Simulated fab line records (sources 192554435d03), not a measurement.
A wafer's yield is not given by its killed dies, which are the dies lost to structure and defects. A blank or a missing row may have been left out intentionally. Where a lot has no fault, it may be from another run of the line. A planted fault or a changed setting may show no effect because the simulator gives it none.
Matching of chambers ; flow n5 finfet ; ald sin-03 running N5_BEOL_M4_ALD_98: 4 sister chambers
The step deposits SiO2, target thk 2.5 nm, pulse time 1 s, co reactant pulse time 1 s. 4 wafers are shown with their chamber, then 11 later ones without.

## EACH WAFER AND ITS CHAMBER
wafer;chamber;heater power w (W)
L077.2;2;77
L091.4;3;70
L091.5;0;70
L092.1;1;81

## WAFERS WITHOUT THEIR CHAMBER
wafer;heater power w (W)
L092.2;70
L092.3;72
L092.4;80
L092.5;69
L092.6;73
L093.1;68
L093.3;77
L093.4;73
L095.2;74
L095.3;78
L095.5;78

## CHAMBER TAKEN BY EACH
wafer;from the rows above;in truth
L092.2;can't be placed: 0 or 3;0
L092.3;can't be placed: 0 or 3 or 2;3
L092.4;can't be placed: 1 or 2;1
L092.5;can't be placed: 0 or 3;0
L092.6;can't be placed: 0 or 3 or 2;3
L093.1;can't be placed: 0 or 3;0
L093.3;2;2
L093.4;can't be placed: 0 or 3 or 2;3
L095.2;can't be placed: 2 or 0 or 3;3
L095.3;can't be placed: 2 or 1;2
L095.5;can't be placed: 2 or 1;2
Correctly placed: 1 of 11. Unplaceable from these rows: 10, with the true chamber sitting among the candidates in 10. 0 placed wrongly.
How it was worked out, from the rows above alone: a wafer's distance from a chamber is the root of the sum, over the readings, of the square of ((its reading less the chamber's mean) divided by the reading's scatter). If the next closest chamber is less than 2 further off than the closest, the wafer can't be placed; otherwise it belongs to the closest. A chamber's mean is the mean of its shown wafers. The scatter: root of mean squared gap, hidden wafer to nearest shown wafer, with one shown wafer a chamber.
